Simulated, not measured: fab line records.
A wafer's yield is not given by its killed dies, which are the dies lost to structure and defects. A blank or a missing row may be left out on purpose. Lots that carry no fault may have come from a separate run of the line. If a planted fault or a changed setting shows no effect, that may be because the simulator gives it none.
Split-lot trial || flow n5_finfet || 7 lots, 21 wafers read, on a route of 1938 steps

== SPLIT DETAILS ==
At N5_BEOL_M11_PECVD_70 (deposits SiO2 from TEOS/O2, target thk 20 nm, time 22.7 s), the setting time_s was moved away from the recipe's 22.7 s on 5 of the 21 wafers read, by -11.8% to +8.9%. For the rest of the wafers, this setting stayed at what the recipe calls for.

The reading comes from the split's own step.

== THE READING ==
SiO2_of_BEOL_M11_PECVD_70.thk_nm (the simulator's own value, which no gauge read), in nm, at N5_BEOL_M11_PECVD_70 (deposits SiO2 from TEOS/O2, target thk 20 nm, time 22.7 s). The file gives no usual value for it. The 16 wafers here that ran the recipe average 19.9 nm, standard deviation 0.27 nm.

{"wafer": "L074.3", "tool, chamber at the split": "pecvd-03, 0", "time_s as run, s": 22.7, "against the recipe": "recipe", "SiO2_of_BEOL_M11_PECVD_70.thk_nm, nm": 19.8, "against lot-mates on the recipe": "-"}
{"wafer": "L074.4", "tool, chamber at the split": "pecvd-03, 2", "time_s as run, s": 22.7, "against the recipe": "recipe", "SiO2_of_BEOL_M11_PECVD_70.thk_nm, nm": 20, "against lot-mates on the recipe": "-"}
{"wafer": "L074.6", "tool, chamber at the split": "pecvd-03, 0", "time_s as run, s": 22.7, "against the recipe": "recipe", "SiO2_of_BEOL_M11_PECVD_70.thk_nm, nm": 20.2, "against lot-mates on the recipe": "-"}
{"wafer": "L075.1", "tool, chamber at the split": "pecvd-04, 0", "time_s as run, s": 24.72, "against the recipe": "+8.9%", "SiO2_of_BEOL_M11_PECVD_70.thk_nm, nm": 21.4, "against lot-mates on the recipe": "+1.9"}
{"wafer": "L075.2", "tool, chamber at the split": "pecvd-04, 2", "time_s as run, s": 22.7, "against the recipe": "recipe", "SiO2_of_BEOL_M11_PECVD_70.thk_nm, nm": 19.6, "against lot-mates on the recipe": "-"}
{"wafer": "L075.3", "tool, chamber at the split": "pecvd-04, 1", "time_s as run, s": 22.7, "against the recipe": "recipe", "SiO2_of_BEOL_M11_PECVD_70.thk_nm, nm": 19.4, "against lot-mates on the recipe": "-"}
{"wafer": "L077.2", "tool, chamber at the split": "pecvd-03, 1,2", "time_s as run, s": 22.7, "against the recipe": "recipe", "SiO2_of_BEOL_M11_PECVD_70.thk_nm, nm": 20, "against lot-mates on the recipe": "-"}
{"wafer": "L077.3", "tool, chamber at the split": "pecvd-03, 1,2", "time_s as run, s": 22.7, "against the recipe": "recipe", "SiO2_of_BEOL_M11_PECVD_70.thk_nm, nm": 20, "against lot-mates on the recipe": "-"}
{"wafer": "L077.5", "tool, chamber at the split": "pecvd-03, 2", "time_s as run, s": 22.7, "against the recipe": "recipe", "SiO2_of_BEOL_M11_PECVD_70.thk_nm, nm": 20.4, "against lot-mates on the recipe": "-"}
{"wafer": "L078.2", "tool, chamber at the split": "pecvd-04, 1", "time_s as run, s": 22.7, "against the recipe": "recipe", "SiO2_of_BEOL_M11_PECVD_70.thk_nm, nm": 19.4, "against lot-mates on the recipe": "-"}
{"wafer": "L078.5", "tool, chamber at the split": "pecvd-04, 1", "time_s as run, s": 24.36, "against the recipe": "+7.3%", "SiO2_of_BEOL_M11_PECVD_70.thk_nm, nm": 21, "against lot-mates on the recipe": "+1.3"}
{"wafer": "L078.6", "tool, chamber at the split": "pecvd-04, 0", "time_s as run, s": 22.7, "against the recipe": "recipe", "SiO2_of_BEOL_M11_PECVD_70.thk_nm, nm": 20, "against lot-mates on the recipe": "-"}
{"wafer": "L087.1", "tool, chamber at the split": "pecvd-02, 2,1", "time_s as run, s": 22.7, "against the recipe": "recipe", "SiO2_of_BEOL_M11_PECVD_70.thk_nm, nm": 19.8, "against lot-mates on the recipe": "-"}
{"wafer": "L087.3", "tool, chamber at the split": "pecvd-02, 2,1", "time_s as run, s": 22.7, "against the recipe": "recipe", "SiO2_of_BEOL_M11_PECVD_70.thk_nm, nm": 19.8, "against lot-mates on the recipe": "-"}
{"wafer": "L087.4", "tool, chamber at the split": "pecvd-02, 0", "time_s as run, s": 22.7, "against the recipe": "recipe", "SiO2_of_BEOL_M11_PECVD_70.thk_nm, nm": 20.2, "against lot-mates on the recipe": "-"}
{"wafer": "L092.3", "tool, chamber at the split": "pecvd-04, 0", "time_s as run, s": 22.7, "against the recipe": "recipe", "SiO2_of_BEOL_M11_PECVD_70.thk_nm, nm": 19.6, "against lot-mates on the recipe": "-"}
{"wafer": "L092.4", "tool, chamber at the split": "pecvd-04, 1,0", "time_s as run, s": 20.03, "against the recipe": "-11.8%", "SiO2_of_BEOL_M11_PECVD_70.thk_nm, nm": 17.8, "against lot-mates on the recipe": -1.8}
{"wafer": "L092.6", "tool, chamber at the split": "pecvd-04, 1,0", "time_s as run, s": 20.03, "against the recipe": "-11.8%", "SiO2_of_BEOL_M11_PECVD_70.thk_nm, nm": 17.8, "against lot-mates on the recipe": -1.8}
{"wafer": "L097.1", "tool, chamber at the split": "pecvd-02, 2", "time_s as run, s": 22.7, "against the recipe": "recipe", "SiO2_of_BEOL_M11_PECVD_70.thk_nm, nm": 19.8, "against lot-mates on the recipe": "-"}
{"wafer": "L097.5", "tool, chamber at the split": "pecvd-02, 2", "time_s as run, s": 22.7, "against the recipe": "recipe", "SiO2_of_BEOL_M11_PECVD_70.thk_nm, nm": 19.8, "against lot-mates on the recipe": "-"}
{"wafer": "L097.4", "tool, chamber at the split": "pecvd-02, 1", "time_s as run, s": 20.68, "against the recipe": "-8.9%", "SiO2_of_BEOL_M11_PECVD_70.thk_nm, nm": 18, "against lot-mates on the recipe": -1.8}
When a row names more than one chamber, that row covers several wafers, and the file does not tell which wafer ran in which chamber.

FIT RESULTS
A straight line over all 21 wafers: SiO2_of_BEOL_M11_PECVD_70.thk_nm changes by +0.178 nm for each +1% of time_s; r = +0.96; the points scatter about the line by 0.26 nm.
The same after taking each lot's own level away (the mean of its wafers on the recipe; 21 wafers): +0.175 nm for each +1%; r = +0.97; scatter 0.2 nm.
The reading moves by 2.1 nm for the largest change in time_s, on that fit.
Across the lots, their own levels run from 19.50 to 20.13 nm, a range of 2.3 times the standard deviation given above.
So the lot-to-lot level changes the slope little: the two slopes agree.
Check: for one of the wafers moved furthest among these (-11.8%), held out of the fit, the line's prediction against its lot-mates is -2.12 nm. Against them it came out at -1.8 nm.

== THE OTHER SPLITS THESE WAFERS WENT THROUGH ==
Note: prior to the reading, these wafers also went through further splits. Each is held against what the fit with the lots' levels taken away leaves over:
{"other split on the same wafers": "N5_BEOL_M7_TRENCH_ETCH_37 time_s", "wafers away from the commonest value": 8, "r with SiO2_of_BEOL_M11_PECVD_70.thk_nm (lot level and that fit taken away)": -0.18}
{"other split on the same wafers": "N5_BEOL_M7_ETCH_41 source_w", "wafers away from the commonest value": 7, "r with SiO2_of_BEOL_M11_PECVD_70.thk_nm (lot level and that fit taken away)": "+0.09"}
{"other split on the same wafers": "N5_BEOL_M8_DESCUM_16 time_s", "wafers away from the commonest value": 12, "r with SiO2_of_BEOL_M11_PECVD_70.thk_nm (lot level and that fit taken away)": "+0.11"}
{"other split on the same wafers": "N5_BEOL_M8_ETCH_62 source_w", "wafers away from the commonest value": 8, "r with SiO2_of_BEOL_M11_PECVD_70.thk_nm (lot level and that fit taken away)": "+0.03"}
{"other split on the same wafers": "N5_BEOL_M9_PECVD_70 temp_c", "wafers away from the commonest value": 5, "r with SiO2_of_BEOL_M11_PECVD_70.thk_nm (lot level and that fit taken away)": -0.15}
{"other split on the same wafers": "N5_BEOL_M9_HM_DEP_02 target_thk_a", "wafers away from the commonest value": 5, "r with SiO2_of_BEOL_M11_PECVD_70.thk_nm (lot level and that fit taken away)": -0.20}
{"other split on the same wafers": "N5_BEOL_M10_COAT_22 spin_rpm", "wafers away from the commonest value": 6, "r with SiO2_of_BEOL_M11_PECVD_70.thk_nm (lot level and that fit taken away)": "+0.45"}

== THE FILE'S OWN FIT ==
SiO2_of_BEOL_M11_PECVD_70.thk_nm changes by +0.182 nm for each +1% of time_s, r = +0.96.
